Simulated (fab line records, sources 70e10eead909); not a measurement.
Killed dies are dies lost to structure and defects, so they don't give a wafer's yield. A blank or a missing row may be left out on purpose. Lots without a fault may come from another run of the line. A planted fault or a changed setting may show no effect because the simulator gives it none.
fab line records | flow nand_harc | part 1 of 2: steps 1 to 26 of 34
record lots=5 wafers=15 last_day=32
route steps=1302 shown A_BLC@1123 A_M0@1137
lots that met no fault: from a run of the same line without faults
start_h: hours from the record's first day to the start of the lot's first wafer shown | wait_h: hours since the lot's step before | " the same as in the row above | L1.1+2: a row that stands for several wafers | - no value, or no start given | * or withheld: withheld | < > ~ a bound
route shown NAME@n: a module of which the file shows steps, and the number in the route of the first | usual: mean/standard deviation of fault-free wafers | same: alike in all rows | chamber/n: place in a boat | sites: the reading at each site | _std_site: their standard deviation | _edge_site: outer sites' mean less inner sites' | radius_mm: how far each site lies from the wafer's centre | mask NAME#n: copy n | behind: the tool/chamber that last shaped the wafer | hold: why the lot was held/for how many hours/how that ended | device: the transistor (n, p or np) that didn't switch | end of line: the same wafers' tests at the end of the route | a step without rows: its recipe alone | killed: dies lost to structure and defects at the first sort, not the wafer's yield | map: a wafer's dies, x killed, . not, _ none there
set.NAME: the setting as run; set.NAME@STEP: as run at that earlier step | model.NAME: the simulator's own value behind a step, which no gauge read
lots at some steps of the route; a table a step, a row a wafer
services: from which hour (start_h, from the record's first day; less than 0 if before it) a tool's chamber was out of use, for how many hours, and why
## steps
# step NHARC_A_BLC_ETCH_18
# recipe target_depth_a=9100 c4f8_flow_sccm=20 o2_flow_sccm=10 ar_flow_sccm=withheld rf_w=600 bias_w=1500 chemistry=C4F8/O2/Ar
# usual oes_product_au=0.951/0.023 rf_vpp_V=978/5.5
# columns lot.wafer tool chamber start_h wait_h oes_product_au rf_hours_counter_h rf_vpp_V
L079.4 rie_diel-06 1 - - 0.951 5 982
L079.1 " 3 " " 0.987 5 975
L079.6 " 0 " " 0.968 - 980
L076.4 rie_diel-06 2 - - 0.954 6 988
L076.5 " 0 " " 0.965 - 978
L076.6 " 1 " " 0.958 - 981
L080.4 rie_diel-11 2 - - 0.961 9 968
L080.3 " 3 " " 0.956 9 985
L080.6 " 1 " " 0.972 - 978
L090.1 rie_diel-11 1 - - 0.922 6 978
L090.2 " 2 " " 0.921 7 968
L090.3 " 3 " " 0.916 7 986
L094.3 rie_diel-06 1 - - 0.981 4 982
L094.4 " 3 " " 0.954 4 974
L094.1 " 0 " " 0.972 4 979
# step NHARC_A_BLC_CD_MEAS_19
# usual cd_nm=99.7/1.5
# columns lot.wafer tool chamber start_h wait_h cd_nm
L079.1 cd_sem-03 - 556.14 - 100.4
L079.4 " - " " 97.9
L079.6 " - " " 100.3
L076.4 cd_sem-01 - 562.20 - 99.8
L076.5 " - " " 97.3
L076.6 " - " " 98.8
L080.3 cd_sem-01 - 569.52 - 97.8
L080.4 " - " " 99.3
L080.6 " - " " 101.7
L090.1 cd_sem-02 - 701.21 - 100.3
L090.2 " - " " 99.2
L090.3 " - " " 98.2
L094.1 cd_sem-01 - 717.42 - 100.3
L094.3 " - " " 98.6
L094.4 " - " " 99.4
# step NHARC_A_BLC_STRIP_29
# recipe cf4_flow_sccm=150 ar_flow_sccm=0 bias_w=0 chemistry=CF4
# usual drypump_motor_current_A=5.7/0.46 oes_product_au=0.999/0.0073 rf_vpp_V=59.4/0.92 showerhead_plenum_p_Torr=1.77/0.071 throttle_valve_pct=13.284/0.0094
# columns lot.wafer tool chamber start_h wait_h drypump_motor_current_A oes_product_au rf_hours_counter_h rf_vpp_V showerhead_plenum_p_Torr throttle_valve_pct
L079.1 rie_diel-06 3 556.22 0.1 5.7 0.999 6 59.8 1.71 13.280
L079.4 " 1 " " 5.6 1.010 5 60.3 1.81 13.285
L079.6 " 2 " " 5.0 0.999 - 60.2 1.86 13.279
L076.4 rie_diel-11 1 562.30 0.1 5.7 0.997 7 59.6 1.77 13.283
L076.6 " 2 " " 6.6 1.003 - 57.2 1.65 13.303
L076.5 " 3 " " 5.2 1.007 - 60.8 1.86 13.295
L080.3 rie_diel-09 0 569.60 0.1 5.2 0.985 21 58.2 1.74 13.270
L080.4 " 2 " " 5.8 1.001 16 59.6 1.78 13.297
L080.6 " 3 " " 6.5 1.002 - 59.3 1.82 13.267
L090.2 rie_diel-06 1 701.29 0.1 5.6 1.001 3 58.4 1.80 13.304
L090.1 " 2 " " 5.0 1.005 2 57.5 1.86 13.295
L090.3 " 3 " " 5.7 0.999 2 58.5 1.71 13.289
L094.1 rie_diel-11 3 717.51 0.1 5.2 0.987 7 58.6 1.85 13.282
L094.3 " 1 " " 5.7 0.983 7 57.8 1.77 13.269
L094.4 " 2 " " 6.6 0.984 - 58.5 1.64 13.281
# step NHARC_A_BLC_STRIP_21
# recipe o2_flow_sccm=500 ar_flow_sccm=0 bias_w=0 chemistry=O2
# usual drypump_motor_current_A=5.7/0.44 oes_product_au=1.000/0.0084 rf_vpp_V=57.9/0.89 showerhead_plenum_p_Torr=3.55/0.14 throttle_valve_pct=17.035/0.0087
# columns lot.wafer tool chamber start_h wait_h drypump_motor_current_A oes_product_au rf_hours_counter_h rf_vpp_V showerhead_plenum_p_Torr throttle_valve_pct
L079.4 rie_diel-06 3 556.32 0.1 5.7 1.000 6 55.5 3.42 17.039
L079.1 " 1 " " 5.6 0.994 5 56.8 3.61 17.049
L079.6 " 3 " " 5.7 0.996 - 57.1 3.42 17.038
L076.4 rie_diel-11 3 562.37 0.1 5.3 1.006 9 58.1 3.70 17.038
L076.6 " 3 " " 5.3 1.006 - 57.4 3.70 17.028
L076.5 " 0 " " 5.7 1.011 - 57.2 3.44 17.029
L080.4 rie_diel-09 3 569.71 0.1 6.5 1.010 18 58.0 3.63 17.041
L080.3 " 0 " " 5.2 1.011 21 57.8 3.48 17.034
L080.6 " 1 " " 5.5 1.005 - 59.3 3.80 17.033
L090.2 rie_diel-06 1 701.39 0.1 5.6 1.004 3 58.0 3.60 17.046
L090.3 " 2 " " 5.0 0.991 2 59.0 3.71 17.023
L090.1 " 3 " " 5.8 0.988 2 58.5 3.41 17.040
L094.1 rie_diel-11 3 717.62 0.1 5.3 0.987 7 57.9 3.70 17.027
L094.3 " 1 " " 5.7 0.990 7 58.6 3.53 17.047
L094.4 " 1 " " 5.7 0.991 - 59.4 3.53 17.054
# step NHARC_A_BLC_STRIP_22
# recipe time_s=600 temp_c=30 chemistry=post_etch_residue_remover
# columns lot.wafer tool chamber start_h wait_h
L079.6+1+4 wet_bench-09 3,6,7 556.47 -
L076.5+4+6 wet_bench-05 5,0,2 562.53 -
L080.3+6+4 wet_bench-09 7,0,2 569.85 -
L090.2+1+3 wet_bench-02 3,4,5 701.55 -
L094.4+1+3 wet_bench-05 7,1,2 717.80 -
# step NHARC_A_BLC_DEGAS_30
# recipe temp_c=300 time_s=60
# usual heater_power_w=453/22
# columns lot.wafer tool chamber start_h wait_h heater_power_w
L079.4 pvd_sputter-01 - 556.74 - 435
L079.1 " - " " 410
L079.6 " - " " 435
L076.4 pvd_sputter-02 - 562.84 - 445
L076.5 " - " " 435
L076.6 " - " " 462
L080.4 pvd_sputter-01 - 570.12 - 428
L080.3 " - " " 449
L080.6 " - " " 423
L090.2 pvd_sputter-02 - 701.81 - 467
L090.1 " - " " 464
L090.3 " - " " 481
L094.3 pvd_sputter-03 - 718.06 - 447
L094.4 " - " " 476
L094.1 " - " " 459
# step NHARC_A_BLC_PRE_CLEAN_31
# recipe time_s=15 bias_v=250 gas=Ar
# usual bias_v=250.3/2.7
# columns lot.wafer tool chamber start_h wait_h bias_v
L079.4 pvd_sputter-01 - - - 251.8
L079.1 " - " " 243.7
L079.6 " - " " 250.9
L076.4 pvd_sputter-02 - - - 251.7
L076.5 " - " " 249.2
L076.6 " - " " 246.6
L080.4 pvd_sputter-01 - - - 249.6
L080.3 " - " " 248.3
L080.6 " - " " 246.1
L090.3 pvd_sputter-02 - - - 248.3
L090.2 " - " " 247.2
L090.1 " - " " 253.5
L094.4 pvd_sputter-03 - - - 250.4
L094.3 " - " " 247.2
L094.1 " - " " 251.5
# step NHARC_A_BLC_PVD_32
# recipe target_thk_a=50 chamber_pressure_pa=5 power_w=5000 substrate_temp_c=200 time_s=17.7 material=Ti
# usual chamber_pressure_pa=5.000/0.0097 throttle_valve_pct=30.2/0.83
# columns lot.wafer tool chamber start_h wait_h chamber_pressure_pa throttle_valve_pct
L079.4 pvd_sputter-01 - - - 4.986 31.0
L079.1 " - " " 4.995 31.4
L079.6 " - " " 5.008 30.4
L076.4 pvd_sputter-02 - - - 5.007 29.9
L076.6 " - " " 5.013 29.3
L076.5 " - " " 4.998 29.5
L080.4 pvd_sputter-01 - - - 5.001 31.2
L080.3 " - " " 5.001 28.8
L080.6 " - " " 5.007 31.7
L090.3 pvd_sputter-02 - - - 4.985 29.9
L090.1 " - " " 5.010 29.3
L090.2 " - " " 5.009 30.2
L094.3 pvd_sputter-03 - - - 4.977 30.6
L094.4 " - " " 4.995 30.6
L094.1 " - " " 5.016 30.3
# step NHARC_A_BLC_ALD_23
# recipe target_thk_a=30 pulse_time_s=1 ald_cycles=150 temp_c=450 material=TiN
# usual heater_power_w=1075/110 precursor_pulse_height_rel=0.998/0.019
# columns lot.wafer tool chamber start_h wait_h heater_power_w precursor_pulse_height_rel
L079.4 ald_metal-01 0 556.98 - 1057 1.013
L079.1 " 3 " " 977 1.002
L079.6 " 1 " " 1237 1.005
L076.4 ald_metal-01 3 563.16 - 999 0.985
L076.5 " 0 " " 1095 1.007
L076.6 " 1 " " 1222 1.047
L080.3 ald_metal-02 3 570.39 - 1068 1.024
L080.4 " 0 " " 1196 0.991
L080.6 " 3 " " 1110 0.977
L090.1 ald_metal-02 0 702.06 - 1224 1.065
L090.2 " 2 " " 999 0.986
L090.3 " 3 " " 1102 1.000
L094.1 ald_metal-03 0 718.33 - 1064 0.970
L094.4 " 1 " " 1079 0.988
L094.3 " 3 " " 988 0.967
# step NHARC_A_BLC_CVD_24
# recipe target_thk_a=1500 temp_c=300 pressure_torr=40 wf6_flow_sccm=40 h2_flow_sccm=1600 ar_flow_sccm=1560 time_s=434 material=W
# usual heater_power_w=470/36 mfc_wf6_sccm=40.02/0.12 throttle_valve_pct=8.14/0.19
# columns lot.wafer tool chamber start_h wait_h heater_power_w mfc_wf6_sccm throttle_valve_pct
L079.1 cvd_w-02 1 - - 466 39.95 8.20
L079.4 " 1 " " 452 40.08 8.28
L079.6 " 0 " " 440 39.83 8.04
L076.4 cvd_w-01 0 - - 451 39.94 8.06
L076.6 " 0 " " 446 40.23 8.04
L076.5 " 1 " " 545 39.94 8.11
L080.4 cvd_w-02 0 - - 433 40.18 7.94
L080.3 " 1 " " 454 39.85 8.42
L080.6 " 1 " " 458 39.89 8.28
L090.1 cvd_w-01 1 - - 537 40.16 8.33
L090.2 " 0 " " 468 40.10 7.97
L090.3 " 1 " " 545 40.16 8.16
L094.1 cvd_w-02 1 - - 476 39.93 8.12
L094.3 " 1 " " 490 39.92 7.99
L094.4 " 0 " " 435 39.74 8.19
# step NHARC_A_BLC_CMP_25
# recipe t_overpolish_s=30 target_thk_nm=150
# usual motor_current_A=11.7/0.92 overpolish_run_s=30.000/0.0091 pad_life_wafers=240/110 time_to_endpoint_s=31.0/2.3
# columns lot.wafer tool chamber start_h wait_h motor_current_A overpolish_run_s pad_life_wafers time_to_endpoint_s
L079.4 cmp-01 1 557.70 0.2 12.6 29.990 300 32.0
L079.1 " 2 " " 11.1 30.001 301 31.0
L079.6 " 2 " " 11.3 29.995 - 29.9
L076.4 cmp-04 0 563.85 0.3 10.7 30.007 270 32.5
L076.6 " 0 " " 11.0 30.000 - 33.3
L076.5 " 1 " " 11.4 29.989 - 33.4
L080.3 cmp-04 2 571.12 0.3 10.2 29.993 301 26.8
L080.4 " 0 " " 11.5 30.007 303 30.6
L080.6 " 1 " " 10.5 30.007 - 29.5
L090.1 cmp-02 0 702.85 0.5 10.9 29.993 271 34.3
L090.3 " 1 " " 12.2 30.027 272 32.7
L090.2 " 2 " " 11.0 30.008 273 31.9
L094.3 cmp-02 1 719.06 0.3 12.1 29.987 330 34.8
L094.1 " 2 " " 11.4 30.009 331 34.9
L094.4 " 0 " " 11.3 30.007 333 33.1
# step NHARC_A_BLC_SRD_27
# columns lot.wafer tool chamber start_h wait_h
L079.6+1+4 wet_bench-09 5,6,7 558.02 0.0
L076.6+4+5 wet_bench-05 4,7,0 564.18 0.0
L080.3+6+4 wet_bench-09 0,2,3 571.42 0.0
L090.1+3+2 wet_bench-09 0,1,2 703.15 0.0
L094.3+4+1 wet_bench-02 6,0,2 719.38 0.0
# step NHARC_A_BLC_INSPECT_28
# usual raw_defect_count=482/100
# columns lot.wafer tool chamber start_h wait_h raw_defect_count
L079.1 defect_inspect-01 - 558.11 0.1 666
L079.4 " - " " 554
L079.6 " - " " 505
L076.4 defect_inspect-01 - 564.28 0.1 357
L076.5 " - " " 475
L076.6 " - " " 457
L080.3 defect_inspect-01 - 571.51 0.1 565
L080.4 " - " " 504
L080.6 " - " " 579
L090.1 defect_inspect-01 - 703.23 0.1 475
L090.2 " - " " 640
L090.3 " - " " 609
L094.1 defect_inspect-02 - 719.46 0.1 424
L094.3 " - " " 461
L094.4 " - " " 399
# step NHARC_A_M0_DEP_00
# recipe target_thk_a=1500 target_thk_nm=150 temp_c=withheld pressure_torr=5 flow_sccm=200 rf_w=600 material=SiOC
# columns lot.wafer tool chamber start_h wait_h
L079.1+6+4 pecvd-02 2,0,1 558.17 0.1
L076.5+4+6 pecvd-02 1,2,0 564.48 0.2
L080.3+4+6 pecvd-02 2,2,0 571.57 0.1
L090.3+1+2 pecvd-01 1,2,0 703.40 0.2
L094.1+3+4 pecvd-03 2,0,0 719.53 0.1
# step NHARC_A_M0_DEHYDRATE_01
# recipe temp_c=150 time_s=120
# usual exhaust_pa=45.0/0.97
# columns lot.wafer tool chamber start_h wait_h exhaust_pa
L079.1 litho_track-01 0 558.58 - 45.6
L079.4 " 0 " " 47.0
L079.6 " 0 " " 47.6
L076.4 litho_track-06 0 564.75 - 45.3
L076.5 " 0 " " 44.8
L076.6 " 0 " " 45.7
L080.3 litho_track-06 0 571.98 - 44.8
L080.4 " 0 " " 44.6
L080.6 " 0 " " 43.9
L090.1 litho_track-04 0 703.81 - 45.4
L090.2 " 0 " " 45.5
L090.3 " 0 " " 45.5
L094.1 litho_track-04 0 719.94 - 44.0
L094.3 " 0 " " 45.3
L094.4 " 0 " " 44.6
# step NHARC_A_M0_HMDS_02
# recipe time_s=30
# usual exhaust_pa=45.1/0.82
# columns lot.wafer tool chamber start_h wait_h exhaust_pa
L079.1 litho_track-01 0 - - 43.9
L079.4 " 0 " " 44.2
L079.6 " 0 " " 45.8
L076.4 litho_track-06 0 - - 46.0
L076.5 " 0 " " 45.1
L076.6 " 0 " " 45.0
L080.3 litho_track-06 0 - - 44.8
L080.4 " 0 " " 44.8
L080.6 " 0 " " 45.4
L090.1 litho_track-04 0 - - 46.1
L090.2 " 0 " " 44.9
L090.3 " 0 " " 45.3
L094.1 litho_track-04 0 - - 45.5
L094.3 " 0 " " 44.8
L094.4 " 0 " " 45.6
# step NHARC_A_M0_COAT_33
# recipe temp_c=200 time_s=65
# usual exhaust_pa=44.8/0.87
# columns lot.wafer tool chamber start_h wait_h exhaust_pa
L079.1 litho_track-01 0 - - 43.8
L079.4 " 0 " " 45.9
L079.6 " 0 " " 45.4
L076.4 litho_track-06 0 - - 45.1
L076.5 " 0 " " 44.0
L076.6 " 0 " " 44.7
L080.3 litho_track-06 0 - - 44.7
L080.4 " 0 " " 46.0
L080.6 " 0 " " 44.8
L090.1 litho_track-04 0 - - 43.7
L090.2 " 0 " " 44.5
L090.3 " 0 " " 45.3
L094.1 litho_track-04 0 - - 44.7
L094.3 " 0 " " 45.6
L094.4 " 0 " " 44.0
# step NHARC_A_M0_COAT_03
# recipe spin_rpm=1500 resist_thk_nm=90
# usual exhaust_pa=45.1/0.93
# columns lot.wafer tool chamber start_h wait_h exhaust_pa
L079.1 litho_track-01 0 - - 43.4
L079.4 " 0 " " 45.0
L079.6 " 0 " " 46.2
L076.4 litho_track-06 0 - - 46.4
L076.5 " 0 " " 45.6
L076.6 " 0 " " 45.4
L080.3 litho_track-06 0 - - 44.3
L080.4 " 0 " " 46.3
L080.6 " 0 " " 44.0
L090.1 litho_track-04 0 - - 45.4
L090.2 " 0 " " 44.2
L090.3 " 0 " " 46.1
L094.1 litho_track-04 0 - - 46.4
L094.3 " 0 " " 46.8
L094.4 " 0 " " 47.1
# step NHARC_A_M0_SOFTBAKE_04
# recipe temp_c=105 time_s=55
# usual exhaust_pa=44.9/0.83
# columns lot.wafer tool chamber start_h wait_h exhaust_pa
L079.1 litho_track-01 0 - - 46.0
L079.4 " 0 " " 44.8
L079.6 " 0 " " 45.1
L076.4 litho_track-06 0 - - 45.6
L076.5 " 0 " " 44.5
L076.6 " 0 " " 46.5
L080.3 litho_track-06 0 - - 45.2
L080.4 " 0 " " 45.6
L080.6 " 0 " " 44.0
L090.1 litho_track-04 0 - - 45.2
L090.2 " 0 " " 45.2
L090.3 " 0 " " 44.1
L094.1 litho_track-04 0 - - 42.5
L094.3 " 0 " " 43.8
L094.4 " 0 " " 44.9
# step NHARC_A_M0_EBR_05
# usual exhaust_pa=45.3/0.94
# columns lot.wafer tool chamber start_h wait_h exhaust_pa
L079.1 litho_track-01 0 - - 44.9
L079.4 " 0 " " 45.3
L079.6 " 0 " " 45.0
L076.4 litho_track-06 0 - - 45.2
L076.5 " 0 " " 44.0
L076.6 " 0 " " 44.9
L080.3 litho_track-06 0 - - 45.9
L080.4 " 0 " " 46.4
L080.6 " 0 " " 47.8
L090.1 litho_track-04 0 - - 44.2
L090.2 " 0 " " 45.2
L090.3 " 0 " " 45.6
L094.1 litho_track-04 0 - - 45.0
L094.3 " 0 " " 45.3
L094.4 " 0 " " 44.7
# step NHARC_A_M0_EXPOSE_06
# recipe na=1.35 target_cd_nm=80 dose_mj=83.25 mask_id=A_M0
# columns lot.wafer tool chamber start_h wait_h mask
L079.1+4+6 arfi_scanner-01 0 558.74 - A_M0#0
L076.4+5+6 arfi_scanner-03 0 565.05 - A_M0#0
L080.3+4+6 arfi_scanner-02 0 572.27 - A_M0#0
L090.1+2+3 arfi_scanner-03 0 704.09 - A_M0#0
L094.1+3+4 arfi_scanner-02 0 720.10 - A_M0#0
# step NHARC_A_M0_PEB_07
# recipe peb_temp_c=100 peb_time_s=65
# usual exhaust_pa=45.2/0.82
# columns lot.wafer tool chamber start_h wait_h exhaust_pa
L079.1 litho_track-01 0 558.80 0.1 44.7
L079.4 " 0 " " 46.1
L079.6 " 0 " " 45.5
L076.4 litho_track-04 0 565.10 0.0 44.5
L076.5 " 0 " " 44.3
L076.6 " 0 " " 44.6
L080.3 litho_track-01 0 572.33 0.1 45.1
L080.4 " 0 " " 44.9
L080.6 " 0 " " 45.5
L090.1 litho_track-01 0 704.15 0.1 45.6
L090.2 " 0 " " 46.6
L090.3 " 0 " " 46.6
L094.1 litho_track-01 0 720.16 0.1 45.3
L094.3 " 0 " " 45.9
L094.4 " 0 " " 45.6
# step NHARC_A_M0_DEVELOP_08
# recipe develop_time_s=35 dev_temp_c=23
# usual exhaust_pa=44.9/0.84
# columns lot.wafer tool chamber start_h wait_h exhaust_pa
L079.1 litho_track-01 0 - - 44.5
L079.4 " 0 " " 45.1
L079.6 " 0 " " 44.1
L076.4 litho_track-04 0 - - 44.0
L076.5 " 0 " " 43.8
L076.6 " 0 " " 45.0
L080.3 litho_track-01 0 - - 45.0
L080.4 " 0 " " 46.5
L080.6 " 0 " " 44.9
L090.1 litho_track-01 0 - - 46.4
L090.2 " 0 " " 46.9
L090.3 " 0 " " 46.4
L094.1 litho_track-01 0 - - 45.6
L094.3 " 0 " " 44.3
L094.4 " 0 " " 45.5
# step NHARC_A_M0_CD_MEAS_09
# recipe target_cd_nm=80 landing_energy_ev=500
# usual cd_nm=80.1/0.61
# columns lot.wafer tool chamber start_h wait_h cd_nm
L079.1 cd_sem-01 0 558.88 - 80.4
L079.4 " 0 " " 79.8
L079.6 " 0 " " 79.9
L076.4 cd_sem-02 0 565.19 - 80.2
L076.5 " 0 " " 79.3
L076.6 " 0 " " 80.1
L080.3 cd_sem-01 0 572.42 - 80.0
L080.4 " 0 " " 79.0
L080.6 " 0 " " 79.7
L090.1 cd_sem-02 0 704.23 - 80.2
L090.2 " 0 " " 79.7
L090.3 " 0 " " 79.4
L094.1 cd_sem-01 0 720.24 - 80.5
L094.3 " 0 " " 79.8
L094.4 " 0 " " 80.1
# step NHARC_A_M0_OVL_MEAS_10
# recipe pitch_nm=160
# usual overlay_x_nm=-0.3/0.53 overlay_y_nm=0.2/0.9
# columns lot.wafer tool chamber start_h wait_h overlay_x_nm overlay_y_nm
L079.1 overlay-01 - 558.97 - 0.2 0.4
L079.4 " - " " 0.1 0.9
L079.6 " - " " 0.8 1.1
L076.4 overlay-01 - 565.27 - -0.8 1.1
L076.5 " - " " -0.7 1.3
L076.6 " - " " -0.8 1.0
L080.3 overlay-01 - 572.50 - 0.1 -1.1
L080.4 " - " " 0.1 -1.6
L080.6 " - " " -0.1 -1.5
L090.1 overlay-01 - 704.32 - -1.3 1.0
L090.2 " - " " -0.9 1.4
L090.3 " - " " -0.6 0.8
L094.1 overlay-01 - 720.33 - -0.1 -0.7
L094.3 " - " " -0.6 -0.1
L094.4 " - " " 0.0 -0.6
# step NHARC_A_M0_INSPECT_11
# usual raw_defect_count=81/31
# columns lot.wafer tool chamber start_h wait_h raw_defect_count
L079.1 defect_inspect-01 - 559.00 0.0 133
L079.4 " - " " 130
L079.6 " - " " 147
L076.4 defect_inspect-02 - 565.30 0.0 63
L076.5 " - " " 85
L076.6 " - " " 80
L080.3 defect_inspect-02 - 572.54 0.0 22
L080.4 " - " " 16
L080.6 " - " " 16
L090.1 defect_inspect-01 - 704.36 0.0 54
L090.2 " - " " 63
L090.3 " - " " 48
L094.1 defect_inspect-02 - 720.37 0.0 102
L094.3 " - " " 116
L094.4 " - " " 116
